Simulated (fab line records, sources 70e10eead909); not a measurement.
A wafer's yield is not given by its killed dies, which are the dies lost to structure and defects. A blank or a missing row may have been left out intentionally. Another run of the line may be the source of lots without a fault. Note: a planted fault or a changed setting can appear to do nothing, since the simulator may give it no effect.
Struck lot and sound lot, side by side + flow nand-harc + 24 out of 1159 route steps
Sound: these wafers, L733.1, L733.3, L733.6. The struck wafers were L737.2, L737.4, L737.6. At the end, the cause is stated.
Order at every step that has rows: each side's tool, ch and its chambers, its first start. Under that, the readings that differ: sound wafers + struck wafers + difference of the means + sigmas: that difference in standard deviations of wafers without a fault.
alike: readings whose means differ by less than 2 such deviations, and words and numbers that are the same on both sides. not compared: withheld readings, readings that some wafer has no value for, bounds like >300 that may hide the same value, and numbers for which the record gives no deviation and whose values overlap.
Wherever a step has rows on one side only, a row that says differs or no value, or a row with sigmas, the two part there. Numbers that have no deviation but don't overlap get no sigmas and don't part them. A reading that every wafer of one side lacks parts them only if that side has two wafers or more.

NHARC_A_M0_INSPECT_27:
  struck on defect-inspect-01, day 20 06:50; sound on defect-inspect-01, day 19 07:19
  alike: raw-defect-count
NHARC_A_M0_PRE_CLEAN_31: time 12 s.
  sound on pecvd-04 ch 1,2, day 19 07:41; struck on pecvd-04 ch 0,1,2, day 20 06:56
  alike: heater-power-w
NHARC_A_M0_DEP_32: deposits SiCN, target thk 30 nm.
  sound on pecvd-04 ch 1,2, day 19 07:46; struck on pecvd-04 ch 0,1,2, day 20 07:04
  alike: heater-power-w
then, 8 steps without rows for these wafers: NHARC_A_M1_DEP_00 (deposits SiOC, target thk 182.5 nm); NHARC_A_M1_DEHYDRATE_01 (time 120 s); NHARC_A_M1_HMDS_02 (time 30 s); NHARC_A_M1_COAT_34 (time 65 s); NHARC_A_M1_COAT_03 (resist thk 90 nm); NHARC_A_M1_SOFTBAKE_04 (time 55 s); NHARC_A_M1_EBR_05; NHARC_A_M1_EXPOSE_06 (exposes mask A M1, target cd 120 nm).
NHARC_A_M1_PEB_07: peb time 65 s.
  sound on litho-track-04 ch 0, day 19 08:47; struck on litho-track-06 ch 0, day 20 08:16
| reading                  | sound             | struck            | difference | sigmas |
|--------------------------|-------------------|-------------------|------------|--------|
| heater-power-total-W (W) | 157.1 156.0 156.2 | 151.0 149.8 150.6 | -6.0       | -14    |
| plate-temp-C (C)         | 99.89 99.97 99.94 | 97.08 96.94 96.93 | -2.95      | -23    |
then, 1 step without rows for these wafers: NHARC_A_M1_DEVELOP_08 (develop time 35 s).
NHARC_A_M1_CD_MEAS_09: the cd target is 120 nm.
  sound on cd-sem-03 ch 0, day 19 08:52; struck on cd-sem-03 ch 0, day 20 08:20
| reading    | sound             | struck            | difference | sigmas |
|------------|-------------------|-------------------|------------|--------|
| cd-nm (nm) | 119.1 119.9 119.1 | 108.6 107.5 108.9 | -11.0      | -15    |
NHARC_A_M1_OVL_MEAS_10: pitch 240 nm.
  struck on overlay-01, day 20 08:25; sound on overlay-02, day 19 08:57
  alike: overlay-x-nm, overlay-y-nm
NHARC_A_M1_INSPECT_11:
  struck on defect-inspect-02, day 20 08:28; sound on defect-inspect-01, day 19 08:59
  alike: raw-defect-count
NHARC_A_M1_DESCUM_14: chemistry O2, time 3 s.
  sound on rie-diel-05 ch 0,1,2, day 19 09:03; struck on rie-diel-12 ch 0,2, day 20 08:32
| reading               | sound             | struck            | difference | sigmas |
|-----------------------|-------------------|-------------------|------------|--------|
| model.A_M1.cd-nm (nm) | 119.7 120.8 118.9 | 107.9 107.1 108.4 | -12.0      |        |
  alike: drypump-motor-current-A, oes-product-au, rf-vpp-V, showerhead-plenum-p-Torr, throttle-valve-pct
  not compared: rf-hours-counter-h
NHARC_A_M1_ETCH_35: etches the open film in N2/H2, target depth 40 nm, overetch 12 nm, time 43.94 s.
  sound on rie-diel-05 ch 1,2, day 19 09:10; struck on rie-diel-12 ch 0,1,2, day 20 08:37
  alike: drypump-motor-current-A, n2-flow-sccm, oes-product-au, rf-vpp-V, showerhead-plenum-p-Torr, throttle-valve-pct
  not compared: rf-hours-counter-h
NHARC_A_M1_ETCH_15: etches the open film in C4F8/Ar, target depth 182.5 nm, time 91.2 s.
  sound on rie-diel-05 ch 0,2; struck on rie-diel-12 ch 1,3
  alike: oes-product-au, rf-vpp-V
  not compared: rf-hours-counter-h
NHARC_A_M1_CD_MEAS_16:
  struck on cd-sem-01, day 20 08:50; sound on cd-sem-03, day 19 09:24
| reading    | sound             | struck            | difference | sigmas |
|------------|-------------------|-------------------|------------|--------|
| cd-nm (nm) | 120.1 120.2 119.2 | 107.4 106.9 108.3 | -12.3      | -11    |
NHARC_A_M1_STRIP_18: strips in N2/H2.
  sound on rie-diel-05 ch 0,1,2, day 19 09:31; struck on rie-diel-05 ch 0,1,3, day 20 08:56
  alike: drypump-motor-current-A, n2-flow-sccm, oes-product-au, rf-vpp-V, showerhead-plenum-p-Torr, throttle-valve-pct
  not compared: rf-hours-counter-h
NHARC_A_M1_ETCH_28: etches the open film in CF4/N2, target depth 30 nm, time 72.99 s.
  sound on rie-diel-05 ch 0,2; struck on rie-diel-05 ch 0,2
| reading               | sound         | struck          | difference | sigmas |
|-----------------------|---------------|-----------------|------------|--------|
| model.A_M1.cd-nm (nm) | 120.6 120 119 | 107 106.9 108.5 | -12        |        |
  alike: cf4-flow-sccm, drypump-motor-current-A, n2-flow-sccm, oes-product-au, rf-vpp-V, showerhead-plenum-p-Torr, throttle-valve-pct
  not compared: rf-hours-counter-h
then, 1 step without rows for these wafers: NHARC_A_M1_STRIP_19 (strips in post etch residue remover, time 600 s).
NHARC_END_SORT_01:
  sound on prober-01 ch 0, day 20 18:05; struck on prober-02 ch 0, day 21 23:23
  alike: defect-limited-yield, killed-at-array, killed-at-other, killed-at-periphery, killed-dies, killed-open, killed-short, sort_bin_2_pct, sort_bin_3_pct, sort_bin_4_pct, sort-n-pass, sort-rim-yield-pct, sort-yield-pct

== WHERE THEY PART ==
Earliest at NHARC_A_M1_PEB_07; latest, in this record, at NHARC_A_M1_CD_MEAS_16. Later steps at which nothing parts them and some readings are alike: NHARC_A_M1_STRIP_18, NHARC_A_M1_ETCH_28, NHARC_END_SORT_01.

WHY: whatever the simulator had introduced
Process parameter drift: litho-track-06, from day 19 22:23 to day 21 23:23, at NHARC_A_M1_PEB_07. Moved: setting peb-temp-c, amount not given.
